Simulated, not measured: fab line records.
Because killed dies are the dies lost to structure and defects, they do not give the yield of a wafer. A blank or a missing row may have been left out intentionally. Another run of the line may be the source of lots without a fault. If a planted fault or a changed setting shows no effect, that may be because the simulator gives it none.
Matching of chambers | flow n5_finfet | rie_diel-04 running N5_SD_EPI_N_ETCHBACK_44: 4 sister chambers
The step etches SiNx in CH3F/O2, stops on SiO2, target depth 14.5 nm. 18 wafers are shown with their chamber, then 9 later ones without.

== WAFERS, EACH WITH ITS CHAMBER ==
wafer  | chamber | throttle_valve_pct (%) | showerhead_plenum_p_Torr (Torr) | rf_vpp_V (V)
L074.2 | 2       | 16.37                  | 2.01                            | 300
L074.4 | 3       | 16.34                  | 2.07                            | 315
L074.6 | 1       | 16.71                  | 2.10                            | 298
L075.2 | 0       | 16.22                  | 2.05                            | 303
L075.4 | 1       | 16.72                  | 2.10                            | 295
L075.5 | 1       | 16.71                  | 2.10                            | 297
L076.3 | 0       | 16.23                  | 2.05                            | 301
L076.4 | 3       | 16.37                  | 2.07                            | 313
L076.5 | 0       | 16.21                  | 2.05                            | 301
L077.1 | 1       | 16.71                  | 2.10                            | 298
L077.5 | 3       | 16.36                  | 2.07                            | 314
L077.6 | 2       | 16.40                  | 2.00                            | 302
L082.3 | 1       | 16.74                  | 2.09                            | 296
L082.5 | 3       | 16.38                  | 2.06                            | 313
L082.6 | 1       | 16.73                  | 2.09                            | 297
L084.3 | 3       | 16.39                  | 2.06                            | 313
L084.5 | 3       | 16.37                  | 2.06                            | 315
L084.6 | 1       | 16.75                  | 2.09                            | 296

SIGNATURES (averages over the wafers above)
reading                  | chamber 0 | chamber 1 | chamber 2 | chamber 3 | scatter within a chamber
throttle_valve_pct       | 16.2200   | 16.7243   | 16.3850   | 16.3683   | 0.0163
showerhead_plenum_p_Torr | 2.0500    | 2.0957    | 2.0050    | 2.0650    | 0.00515
rf_vpp_V                 | 301.67    | 296.71    | 301.00    | 313.83    | 1.1
Rule: for a wafer and a chamber, the distance is found by dividing, reading by reading, the gap between the wafer's reading and the chamber's mean by the reading's scatter, squaring, summing and taking the root. The wafer belongs to the nearest chamber; if the next one is less than 2 further off, it can't be placed. How the scatter is found: for the shown wafers, subtract from each reading the mean of its chamber, square and add these, divide the total by (wafers less chambers), then take the root.

== WAFERS MISSING THEIR CHAMBER ==
wafer  | throttle_valve_pct (%) | showerhead_plenum_p_Torr (Torr) | rf_vpp_V (V)
L086.2 | 16.44                  | 2.00                            | 301
L086.3 | 16.40                  | 2.06                            | 315
L086.5 | 16.77                  | 2.09                            | 296
L087.1 | 16.42                  | 2.00                            | 301
L087.2 | 15.76                  | 2.05                            | 303
L087.5 | 16.45                  | 2.00                            | 300
L089.2 | 15.78                  | 2.05                            | 301
L089.3 | 16.45                  | 1.99                            | 300
L089.5 | 16.79                  | 2.09                            | 295

== EACH ONE'S CHAMBER ==
wafer  | from the rows above | in truth
L086.2 | 2                   | 2
L086.3 | 3                   | 3
L086.5 | 1                   | 1
L087.1 | 2                   | 2
L087.2 | 0                   | 0
L087.5 | 2                   | 2
L089.2 | 0                   | 0
L089.3 | 2                   | 2
L089.5 | 1                   | 1
Correct placement for 9 of the 9. Left unplaced by these rows: 0. Wrongly placed: 0.
